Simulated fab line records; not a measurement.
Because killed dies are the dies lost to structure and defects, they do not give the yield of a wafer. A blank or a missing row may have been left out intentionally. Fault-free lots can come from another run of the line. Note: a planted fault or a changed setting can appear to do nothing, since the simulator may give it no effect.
Matching of chambers | flow n5-finfet | N5_MOL_CONTACT_COAG_STRIP_72 on rie-diel-03 has 4 sister chambers
The step strips in N2/H2. 8 wafers are shown with their chamber, then 7 later ones without.

## WAFERS WITH THEIR CHAMBER
wafer  | chamber | drypump-motor-current-A (A) | throttle-valve-pct (%)
L082.1 | 0       | 5.81                        | 23.13
L084.5 | 0       | 5.82                        | 23.15
L084.6 | 1       | 5.84                        | 23.94
L087.2 | 3       | 5.42                        | 23.67
L087.3 | 2       | 4.92                        | 23.76
L087.4 | 1       | 5.84                        | 23.95
L088.1 | 3       | 5.44                        | 23.66
L088.3 | 2       | 4.96                        | 23.77

## WAFERS WITHOUT THEIR CHAMBER
wafer  | drypump-motor-current-A (A) | throttle-valve-pct (%)
L088.5 | 4.95                        | 23.76
L093.1 | 5.84                        | 23.20
L093.2 | 4.91                        | 23.79
L093.4 | 5.45                        | 23.69
L094.2 | 5.83                        | 23.23
L094.3 | 5.43                        | 23.67
L094.4 | 5.84                        | 23.18

## WHICH CHAMBER EACH WENT THROUGH
wafer  | from the rows above | in truth
L088.5 | 2                   | 2
L093.1 | 0                   | 0
L093.2 | 2                   | 2
L093.4 | 3                   | 3
L094.2 | 0                   | 0
L094.3 | 3                   | 3
L094.4 | 0                   | 0
Placed correctly: 7 of 7. Left unplaced by these rows: 0. 0 placed wrongly.
How it was worked out, from the rows above alone: a wafer's distance from a chamber is the root of the sum, over the readings, of the square of ((its reading less the chamber's mean) divided by the reading's scatter). The wafer belongs to the nearest chamber; if the next one is less than 2 further off, it can't be placed. For every chamber, the mean is computed from those of its wafers that are shown. How the scatter is found: for the shown wafers, subtract from each reading the mean of its chamber, square and add these, divide the total by (wafers less chambers), then take the root.
